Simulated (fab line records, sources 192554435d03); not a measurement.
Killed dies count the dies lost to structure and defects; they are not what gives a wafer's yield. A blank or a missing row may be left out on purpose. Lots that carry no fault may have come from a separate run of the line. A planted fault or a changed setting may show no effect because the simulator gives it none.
Chamber matching / flow n5 finfet / N5_SPACER0_ALD_07 on ald sin-04: 4 sister chambers
The step deposits SiNx, target thk 2 nm. 8 wafers are shown with their chamber, then 10 later ones without.

== WAFERS, EACH WITH ITS CHAMBER ==
wafer=L077.1; chamber=3; heater power w (W)=746; chamber pressure Torr (Torr)=1.995
wafer=L083.1; chamber=1; heater power w (W)=742; chamber pressure Torr (Torr)=2.006
wafer=L083.6; chamber=3; heater power w (W)=767; chamber pressure Torr (Torr)=1.999
wafer=L087.3; chamber=0; heater power w (W)=692; chamber pressure Torr (Torr)=2.003
wafer=L087.4; chamber=2; heater power w (W)=726; chamber pressure Torr (Torr)=2.003
wafer=L087.6; chamber=1; heater power w (W)=759; chamber pressure Torr (Torr)=1.995
wafer=L090.2; chamber=0; heater power w (W)=650; chamber pressure Torr (Torr)=1.994
wafer=L090.4; chamber=2; heater power w (W)=731; chamber pressure Torr (Torr)=2.003

== WAFERS WITHOUT THEIR CHAMBER ==
wafer=L090.5; heater power w (W)=777; chamber pressure Torr (Torr)=2.002
wafer=L091.1; heater power w (W)=744; chamber pressure Torr (Torr)=2.005
wafer=L091.3; heater power w (W)=673; chamber pressure Torr (Torr)=2.004
wafer=L091.4; heater power w (W)=746; chamber pressure Torr (Torr)=2.000
wafer=L092.2; heater power w (W)=781; chamber pressure Torr (Torr)=1.992
wafer=L092.3; heater power w (W)=761; chamber pressure Torr (Torr)=2.002
wafer=L092.4; heater power w (W)=676; chamber pressure Torr (Torr)=2.004
wafer=L096.1; heater power w (W)=754; chamber pressure Torr (Torr)=1.996
wafer=L096.3; heater power w (W)=671; chamber pressure Torr (Torr)=1.995
wafer=L096.6; heater power w (W)=726; chamber pressure Torr (Torr)=2.004

== WHICH CHAMBER EACH ONE RAN IN ==
wafer=L090.5; from the rows above=can't be placed: 3 or 1 or 2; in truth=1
wafer=L091.1; from the rows above=can't be placed: 1 or 2 or 3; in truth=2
wafer=L091.3; from the rows above=0; in truth=0
wafer=L091.4; from the rows above=can't be placed: 1 or 3 or 2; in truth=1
wafer=L092.2; from the rows above=can't be placed: 3 or 1 or 2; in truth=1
wafer=L092.3; from the rows above=can't be placed: 1 or 3 or 2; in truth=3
wafer=L092.4; from the rows above=can't be placed: 0 or 2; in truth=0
wafer=L096.1; from the rows above=can't be placed: 3 or 1 or 2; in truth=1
wafer=L096.3; from the rows above=0; in truth=0
wafer=L096.6; from the rows above=can't be placed: 2 or 1 or 3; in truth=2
Correctly placed: 2 of 10. These rows do not allow placing 8 (true chamber among the candidates in 8). Placed wrongly: 0.
How it was worked out, from the rows above alone: a wafer's distance from a chamber is the root of the sum, over the readings, of the square of ((its reading less the chamber's mean) divided by the reading's scatter). The wafer belongs to the nearest chamber; if the next one is less than 2 further off, it can't be placed. A chamber's mean is the mean of its shown wafers. The scatter: the root of (the sum of the squares of (reading less its chamber's mean) over the shown wafers, divided by (wafers less chambers)).
